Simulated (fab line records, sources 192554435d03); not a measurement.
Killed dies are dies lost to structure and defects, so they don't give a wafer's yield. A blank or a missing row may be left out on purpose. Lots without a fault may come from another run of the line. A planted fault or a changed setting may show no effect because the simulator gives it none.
Chamber matching | flow n5_finfet | N5_BEOL_M3_DEP_57 on pecvd-03: 3 sister chambers
The step deposits SiCN from 3MS/NH3, target thk 8 nm, time 14 s. 27 wafers are shown with their chamber, then 12 later ones without.

WAFERS WITH THEIR CHAMBER
wafer  | chamber | throttle_valve_pct (%) | showerhead_plenum_p_Torr (Torr)
L074.1 | 2       | 9.0                    | 3.663
L074.2 | 1       | 9.4                    | 3.659
L074.3 | 0       | 8.7                    | 3.665
L074.4 | 1       | 9.3                    | 3.656
L074.5 | 2       | 8.8                    | 3.680
L074.6 | 0       | 8.9                    | 3.660
L076.1 | 0       | 8.6                    | 3.668
L076.4 | 2       | 9.2                    | 3.669
L076.5 | 1       | 9.5                    | 3.654
L087.1 | 2       | 9.4                    | 3.667
L087.3 | 0       | 8.8                    | 3.670
L087.4 | 2       | 9.0                    | 3.670
L086.2 | 2       | 9.0                    | 3.669
L086.4 | 2       | 8.9                    | 3.664
L086.5 | 0       | 9.0                    | 3.676
L085.1 | 1       | 9.2                    | 3.662
L085.5 | 1       | 9.1                    | 3.662
L085.6 | 0       | 9.2                    | 3.668
L089.1 | 0       | 9.0                    | 3.669
L089.5 | 0       | 9.1                    | 3.671
L089.6 | 2       | 9.2                    | 3.661
L090.1 | 1       | 9.7                    | 3.662
L090.4 | 2       | 9.2                    | 3.685
L090.6 | 0       | 8.9                    | 3.675
L093.1 | 1       | 9.5                    | 3.658
L093.3 | 2       | 9.0                    | 3.677
L093.6 | 2       | 9.2                    | 3.665

SIGNATURES (means of the wafers above)
reading                  | chamber 0 | chamber 1 | chamber 2 | scatter within a chamber
throttle_valve_pct       | 8.911     | 9.386     | 9.082     | 0.186
showerhead_plenum_p_Torr | 3.66911   | 3.65900   | 3.67000   | 0.00587
Rule: a wafer's distance from a chamber is the root of the sum, over the readings, of the square of ((its reading less the chamber's mean) divided by the reading's scatter). The wafer belongs to the nearest chamber; if the next one is less than 2 further off, it can't be placed. The scatter: the root of (the sum of the squares of (reading less its chamber's mean) over the shown wafers, divided by (wafers less chambers)).

WAFERS WITHOUT THEIR CHAMBER
wafer  | throttle_valve_pct (%) | showerhead_plenum_p_Torr (Torr)
L091.2 | 9.2                    | 3.672
L091.3 | 9.3                    | 3.666
L091.6 | 9.1                    | 3.665
L094.1 | 9.1                    | 3.668
L094.2 | 9.5                    | 3.664
L094.5 | 9.0                    | 3.668
L096.4 | 9.1                    | 3.677
L096.5 | 8.7                    | 3.664
L096.6 | 9.4                    | 3.664
L097.1 | 9.4                    | 3.657
L097.3 | 9.2                    | 3.663
L097.4 | 8.9                    | 3.661

WHICH CHAMBER EACH WENT THROUGH
wafer  | from the rows above          | in truth
L091.2 | can't be placed: 2 or 0 or 1 | 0
L091.3 | can't be placed: 1 or 2 or 0 | 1
L091.6 | can't be placed: 2 or 0 or 1 | 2
L094.1 | can't be placed: 2 or 0 or 1 | 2
L094.2 | can't be placed: 1 or 2      | 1
L094.5 | can't be placed: 0 or 2      | 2
L096.4 | can't be placed: 2 or 0      | 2
L096.5 | can't be placed: 0 or 2      | 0
L096.6 | can't be placed: 1 or 2 or 0 | 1
L097.1 | 1                            | 1
L097.3 | can't be placed: 1 or 2 or 0 | 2
L097.4 | can't be placed: 0 or 2 or 1 | 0
Placed correctly: 1 of 12. Can't be placed from these rows: 11 (the true chamber is among the candidates in 11). Placed wrongly: 0.
